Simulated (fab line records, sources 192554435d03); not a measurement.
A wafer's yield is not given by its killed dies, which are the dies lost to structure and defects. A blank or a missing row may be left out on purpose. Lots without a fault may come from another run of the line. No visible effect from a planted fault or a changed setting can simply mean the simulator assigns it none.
Chamber matching :: flow n5 finfet :: rie diel-02 running N5_BEOL_M3_ETCH_63: 3 sister chambers
The step etches SiARC in CF4, target depth 15.6 nm, time 26 s. 14 wafers are shown with their chamber, then 5 later ones without.

== WAFERS WITH THEIR CHAMBER ==
wafer: L075.3
chamber: 1
showerhead plenum p Torr (Torr): 2.21
drypump motor current A (A): 5.1
etch rf on time s (s): 26.0

wafer: L075.4
chamber: 3
showerhead plenum p Torr (Torr): 2.14
drypump motor current A (A): 6.5
etch rf on time s (s): 27.8

wafer: L075.5
chamber: 2
showerhead plenum p Torr (Torr): 2.05
drypump motor current A (A): 6.3
etch rf on time s (s): 25.4

wafer: L083.3
chamber: 3
showerhead plenum p Torr (Torr): 2.13
drypump motor current A (A): 6.5
etch rf on time s (s): 27.8

wafer: L083.5
chamber: 2
showerhead plenum p Torr (Torr): 2.04
drypump motor current A (A): 6.4
etch rf on time s (s): 25.2

wafer: L083.6
chamber: 1
showerhead plenum p Torr (Torr): 2.20
drypump motor current A (A): 5.1
etch rf on time s (s): 25.6

wafer: L086.1
chamber: 1
showerhead plenum p Torr (Torr): 2.20
drypump motor current A (A): 5.0
etch rf on time s (s): 25.7

wafer: L086.2
chamber: 3
showerhead plenum p Torr (Torr): 2.13
drypump motor current A (A): 6.5
etch rf on time s (s): 27.8

wafer: L086.6
chamber: 2
showerhead plenum p Torr (Torr): 2.04
drypump motor current A (A): 6.3
etch rf on time s (s): 25.2

wafer: L090.1
chamber: 1
showerhead plenum p Torr (Torr): 2.20
drypump motor current A (A): 5.1
etch rf on time s (s): 25.6

wafer: L090.4
chamber: 2
showerhead plenum p Torr (Torr): 2.04
drypump motor current A (A): 6.3
etch rf on time s (s): 25.0

wafer: L090.5
chamber: 2
showerhead plenum p Torr (Torr): 2.04
drypump motor current A (A): 6.3
etch rf on time s (s): 24.9

wafer: L093.1
chamber: 2
showerhead plenum p Torr (Torr): 2.04
drypump motor current A (A): 6.3
etch rf on time s (s): 24.9

wafer: L093.2
chamber: 3
showerhead plenum p Torr (Torr): 2.13
drypump motor current A (A): 6.4
etch rf on time s (s): 27.6

SIGNATURES (means of the wafers above)
reading: showerhead plenum p Torr
chamber 1: 2.2025
chamber 2: 2.0417
chamber 3: 2.1325
scatter within a chamber: 0.00461

reading: drypump motor current A
chamber 1: 5.075
chamber 2: 6.317
chamber 3: 6.475
scatter within a chamber: 0.0461

reading: etch rf on time s
chamber 1: 25.725
chamber 2: 25.100
chamber 3: 27.750
scatter within a chamber: 0.175
Rule: a wafer lies at a distance from a chamber equal to the root of the sum of squares, over the readings, of (its reading less the chamber's mean, divided by the reading's scatter). The wafer belongs to the nearest chamber; if the next one is less than 2 further off, it can't be placed. The scatter: the root of (the sum of the squares of (reading less its chamber's mean) over the shown wafers, divided by (wafers less chambers)).

== WAFERS MISSING THEIR CHAMBER ==
wafer: L093.6
showerhead plenum p Torr (Torr): 2.20
drypump motor current A (A): 5.1
etch rf on time s (s): 25.8

wafer: L095.1
showerhead plenum p Torr (Torr): 2.03
drypump motor current A (A): 6.3
etch rf on time s (s): 25.3

wafer: L095.5
showerhead plenum p Torr (Torr): 2.12
drypump motor current A (A): 6.4
etch rf on time s (s): 27.8

wafer: L096.1
showerhead plenum p Torr (Torr): 2.20
drypump motor current A (A): 5.1
etch rf on time s (s): 24.7

wafer: L096.4
showerhead plenum p Torr (Torr): 2.03
drypump motor current A (A): 6.3
etch rf on time s (s): 25.0

== WHICH CHAMBER EACH WENT THROUGH ==
wafer: L093.6
from the rows above: 1
in truth: 1

wafer: L095.1
from the rows above: 2
in truth: 2

wafer: L095.5
from the rows above: 3
in truth: 3

wafer: L096.1
from the rows above: 1
in truth: 1

wafer: L096.4
from the rows above: 2
in truth: 2
Correct placement for 5 of the 5. Not placeable from these rows: 0. Number placed wrongly: 0.
